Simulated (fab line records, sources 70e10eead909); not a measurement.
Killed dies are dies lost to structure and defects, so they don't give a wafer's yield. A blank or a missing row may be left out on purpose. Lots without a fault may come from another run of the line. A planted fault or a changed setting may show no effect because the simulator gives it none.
Which tool did it? | flow nand_harc | 12 lots, 36 wafers sampled, at 6 steps of a route of 1302

WHAT THE GAUGES READ, wafer by wafer
NHARC_A_CONTACT_INSPECT_44.
lot  | measured     | on                | raw_defect_count
L803 | day 22 00:43 | defect_inspect-02 | 56 63 55
L804 | day 21 23:58 | defect_inspect-02 | 75 64 69
L805 | day 22 19:52 | defect_inspect-01 | 25 15 22
L813 | day 25 17:50 | defect_inspect-01 | 880 888 864
L814 | day 26 08:57 | defect_inspect-01 | 851 865 871
L815 | day 26 12:49 | defect_inspect-01 | 94 88 87
L820 | day 27 19:08 | defect_inspect-02 | 101 134 116
L822 | day 29 08:37 | defect_inspect-01 | 64 65 81
L821 | day 29 16:39 | defect_inspect-02 | 117 127 113
L823 | day 29 21:16 | defect_inspect-01 | 99 96 90
L825 | day 30 05:44 | defect_inspect-01 | 74 76 74
L826 | day 30 13:05 | defect_inspect-01 | 108 107 89

NHARC_END_SORT_01.
lot  | measured     | on        | killed_at_array | killed_at_other | killed_at_periphery | killed_dies | killed_open | killed_short
L813 | day 28 16:45 | prober-01 | 131 136 140     | 0 2 0           | 5 5 3               | 136 143 143 | 3 2 2       | 4 2 1
L814 | day 29 14:01 | prober-01 | 121 116 129     | 2 1 0           | 0 4 1               | 123 121 130 | 0 4 4       | 2 2 4
L815 | day 29 15:40 | prober-02 | 51              | 0               | 2                   | 53          | 4           | 5

WHICH TOOL RAN EACH LOT (tool, then ch and the chambers of the sampled wafers, then the start)
lot  | NHARC_A_WL_FILL_ETCHBACK_17       | NHARC_A_CONTACT_DEP_28        | NHARC_A_CONTACT_ETCH_50                       | NHARC_A_CONTACT_ETCH_111
L803 | rie_metal-02 ch 0,1, day 21 07:17 | acl_dep-01 ch 0, day 21 19:43 | rie_diel-01 ch 2,3, day 22 02:38 or earlier   | har_cap_etch-02 ch 0,1, day 22 02:38
L804 | rie_metal-01 ch 0,1, day 21 08:23 | acl_dep-02 ch 0, day 21 18:51 | rie_diel-02 ch 0,2,3, day 22 02:13 or earlier | har_cap_etch-03 ch 0,1, day 22 02:13
L805 | rie_metal-01 ch 0,1, day 22 07:39 | acl_dep-01 ch 0, day 22 14:42 | rie_diel-02 ch 0,1,3, day 22 21:45 or earlier | har_cap_etch-02 ch 0,1, day 22 21:45
L813 | rie_metal-02 ch 0,1, day 25 05:35 | acl_dep-01 ch 0, day 25 14:17 | rie_diel-02 ch 0,1,3, day 25 19:48 or earlier | har_cap_etch-01 ch 0,1, day 25 19:48
L814 | rie_metal-03 ch 0,1, day 25 19:32 | acl_dep-01 ch 0, day 26 04:32 | rie_diel-01 ch 2,3, day 26 10:55 or earlier   | har_cap_etch-01 ch 0,1, day 26 10:55
L815 | rie_metal-01 ch 0,1, day 26 00:24 | acl_dep-03 ch 0, day 26 09:06 | rie_diel-02 ch 0,1,2, day 26 15:08 or earlier | har_cap_etch-03 ch 0,1, day 26 15:08
L820 | rie_metal-02 ch 0, day 27 05:29   | acl_dep-02 ch 0, day 27 15:30 | rie_diel-02 ch 0,1,2, day 27 21:19 or earlier | har_cap_etch-02 ch 0,1, day 27 21:19
L822 | rie_metal-03 ch 0, day 28 20:29   | acl_dep-02 ch 0, day 29 03:30 | rie_diel-02 ch 1,3, day 29 10:33 or earlier   | har_cap_etch-01 ch 0,1, day 29 10:33
L821 | rie_metal-03 ch 0,1, day 29 04:27 | acl_dep-01 ch 0, day 29 11:37 | rie_diel-06 ch 2,3, day 29 18:33 or earlier   | har_cap_etch-03 ch 0,1, day 29 18:33
L823 | rie_metal-01 ch 0,1, day 29 09:07 | acl_dep-03 ch 0, day 29 16:05 | rie_diel-02 ch 0,2, day 29 23:09 or earlier   | har_cap_etch-01 ch 0,1, day 29 23:09
L825 | rie_metal-01 ch 0,1, day 29 17:14 | acl_dep-01 ch 0, day 30 01:29 | rie_diel-02 ch 0,1,2, day 30 08:16 or earlier | har_cap_etch-01 ch 0,1, day 30 08:16
L826 | rie_metal-02 ch 0,1, day 30 01:02 | acl_dep-01 ch 0, day 30 08:00 | rie_diel-01 ch 0,2,3, day 30 15:00 or earlier | har_cap_etch-01 ch 0,1, day 30 15:00
- NHARC_A_WL_FILL_ETCHBACK_17: etches the open film in Cl2/BCl3, target depth 4 nm, time 26.7 s.
- NHARC_A_CONTACT_DEP_28: deposits aC, target thk 7000 nm.
- NHARC_A_CONTACT_ETCH_50: etches the open film in CF4/CHF3, target depth 121 nm, time 60.5 s.
- NHARC_A_CONTACT_ETCH_111: etches the open film in C4F8/O2/Ar, time 140 s, target depth 700 nm.

WHAT THE TOOLS THEMSELVES READ (means of the sampled wafers that have a number; where no wafer has one, the mark that the record gives instead)
NHARC_A_WL_FILL_ETCHBACK_17.
lot  | tool         | drypump_motor_current_A (A) | oes_product_au (a.u.)
L803 | rie_metal-02 | 5.4                         | 0.999
L804 | rie_metal-01 | 5.8                         | 1.012
L805 | rie_metal-01 | 5.8                         | 1.014
L813 | rie_metal-02 | 5.4                         | 1.006
L814 | rie_metal-03 | 5.7                         | 0.992
L815 | rie_metal-01 | 5.8                         | 0.991
L820 | rie_metal-02 | 5.9                         | 1.012
L822 | rie_metal-03 | 6.1                         | 1.009
L821 | rie_metal-03 | 5.9                         | 1.012
L823 | rie_metal-01 | 5.8                         | 0.998
L825 | rie_metal-01 | 6.1                         | 0.986
L826 | rie_metal-02 | 5.4                         | 1.013

NHARC_A_CONTACT_DEP_28.
lot  | tool       | throttle_valve_pct (%)
L803 | acl_dep-01 | 35.000
L804 | acl_dep-02 | 35.006
L805 | acl_dep-01 | 35.006
L813 | acl_dep-01 | 35.009
L814 | acl_dep-01 | 34.998
L815 | acl_dep-03 | 34.997
L820 | acl_dep-02 | 34.996
L822 | acl_dep-02 | 35.006
L821 | acl_dep-01 | 35.003
L823 | acl_dep-03 | 34.998
L825 | acl_dep-01 | 35.003
L826 | acl_dep-01 | 34.999

NHARC_A_CONTACT_ETCH_50.
lot  | tool        | drypump_motor_current_A (A) | oes_product_au (a.u.) | rf_vpp_V (V) | showerhead_plenum_p_Torr (Torr) | throttle_valve_pct (%)
L803 | rie_diel-01 | 5.4                         | 0.929                 | 367.0        | 1.49                            | 16.806
L804 | rie_diel-02 | 5.9                         | 0.929                 | 370.4        | 1.54                            | 16.810
L805 | rie_diel-02 | 5.8                         | 0.958                 | 369.8        | 1.54                            | 16.808
L813 | rie_diel-02 | 5.9                         | 0.967                 | 369.6        | 1.54                            | 16.796
L814 | rie_diel-01 | 5.4                         | 0.928                 | 368.1        | 1.49                            | 16.799
L815 | rie_diel-02 | 5.8                         | 0.967                 | 369.5        | 1.53                            | 16.803
L820 | rie_diel-02 | 5.8                         | 0.950                 | 368.8        | 1.53                            | 16.800
L822 | rie_diel-02 | 5.8                         | 0.947                 | 366.5        | 1.47                            | 16.806
L821 | rie_diel-06 | 5.8                         | 0.974                 | 372.0        | 1.62                            | 16.801
L823 | rie_diel-02 | 5.9                         | 0.964                 | 370.3        | 1.59                            | 16.798
L825 | rie_diel-02 | 5.8                         | 0.924                 | 368.8        | 1.53                            | 16.799
L826 | rie_diel-01 | 5.3                         | 0.919                 | 367.7        | 1.50                            | 16.798

THE ANSWER, worked out from the rows above alone
Rule: what is usual is taken from the lots themselves. Put in order of their means at a reading, lots are off if they are a third of the lots or fewer, leave a main group of 4 or more, and stand apart from it by a gap of 3 or more times the standard deviation of the main group's means; of several such gaps the widest counts. A main group whose means are all the same, to the digits that the tables above print for the reading, isn't used. A lot without any number at a reading at which 4 lots or more have one is off too. The other lots that the step has rows for count as sound. The gauges are gone through in route order, then the tools' own readings, and for those a lot's mean is taken as printed above. The first step at which some lot is off is used, and at that step the reading that is off furthest; a lot without a number counts as furthest.
Off: L813, L814, at NHARC_A_CONTACT_INSPECT_44 (raw_defect_count). The main group: mean 81, standard deviation 28.
A tool fits if, at a process step before that reading, it ran every lot that is off, and no sound lot after the first of them. The gauges at NHARC_A_CONTACT_INSPECT_44 are tried like those tools. None of those tried fits.

WHAT THE SIMULATOR HAD PUT IN
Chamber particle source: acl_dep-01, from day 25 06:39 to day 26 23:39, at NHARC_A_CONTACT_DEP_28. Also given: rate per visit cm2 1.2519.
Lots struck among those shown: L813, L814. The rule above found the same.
